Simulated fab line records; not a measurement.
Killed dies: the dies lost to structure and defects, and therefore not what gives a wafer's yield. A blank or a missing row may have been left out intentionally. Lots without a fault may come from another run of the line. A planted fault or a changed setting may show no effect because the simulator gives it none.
Which tool is to blame? -- flow n5-finfet -- route of 1938 steps, sampled at 1 step: 24 lots, 72 wafers

== WHAT THE GAUGES READ, wafer by wafer ==
N5_FIN_CUT_OVL_MEAS_09. Usual: FIN_CUT_OVL -0.3 nm, standard deviation 0.66.
lot,measured,on,FIN_CUT_OVL (nm),flag
L074,day 2 02:44,overlay-01,0.0 0.7 0.4,
L075,day 2 08:47,overlay-02,-0.8 -1.0 -1.8,
L076,day 2 14:57,overlay-01,-0.7 1.1 0.6,
L077,day 2 22:03,overlay-01,0.8 1.0 0.0,
L078,day 3 04:34,overlay-01,0.5 0.3 -0.6,
L079,day 3 09:07,overlay-01,0.8 -0.4 -0.2,
L080,day 3 20:17,overlay-02,0.1 -0.3 -0.1,
L081,day 4 04:22,overlay-02,-0.1 0.4 0.1,
L082,day 4 07:29,overlay-01,-0.5 0.4 -0.1,
L083,day 4 09:14,overlay-01,-0.1 -0.8 -0.8,
L084,day 4 14:41,overlay-01,-0.4 -0.6 -0.1,
L085,day 4 21:22,overlay-01,-0.5 0.9 -0.2,
L086,day 5 03:36,overlay-01,-1.2 -1.0 -1.7,
L087,day 5 09:07,overlay-02,0.8 -0.2 0.3,
L088,day 5 14:21,overlay-01,-0.8 -0.6 -1.1,
L089,day 5 20:17,overlay-01,-0.9 -2.0 -1.5,
L090,day 6 02:14,overlay-02,-0.5 -1.0 -0.7,
L091,day 6 08:53,overlay-01,0.3 -0.8 0.4,
L092,day 6 14:56,overlay-01,0.2 -1.2 0.1,
L093,day 6 20:40,overlay-01,-0.5 0.2 -0.5,
L094,day 7 07:37,overlay-01,-1.8 -1.5 -1.0,
L095,day 7 10:29,overlay-01,0.1 -1.1 0.2,
L096,day 7 16:01,overlay-01,-0.6 -0.9 0.7,
L097,day 7 21:45,overlay-01,0.5 -0.3 -0.1,

== EACH LOT AND THE TOOL THAT RAN IT (in order: tool; ch and the chambers of the sampled wafers; start) ==
There is no process step in the record ahead of these readings.

== WHAT THE TOOLS THEMSELVES READ (means of the sampled wafers that have a number; where no wafer has one, the mark that the record gives instead) ==
The record holds no such reading with a usual standard deviation.

== THE ANSWER, worked out from the rows above alone ==
Rule: a lot counts as off when the mean over its wafers that have a number is more than 3 standard deviations away from the usual mean. Also off: a lot with no number at a reading for which 4 or more lots have one. All remaining lots with rows at the step are treated as sound. First the gauges in route order, then the tools' own readings, where a lot's mean is used as printed above. The first step at which some lot is off is used, and at that step the reading that is off furthest; a lot without a number counts as furthest.
None of the lots is off at any reading shown; this tells nothing.

== WHAT HAD BEEN PUT IN BY THE SIMULATOR ==
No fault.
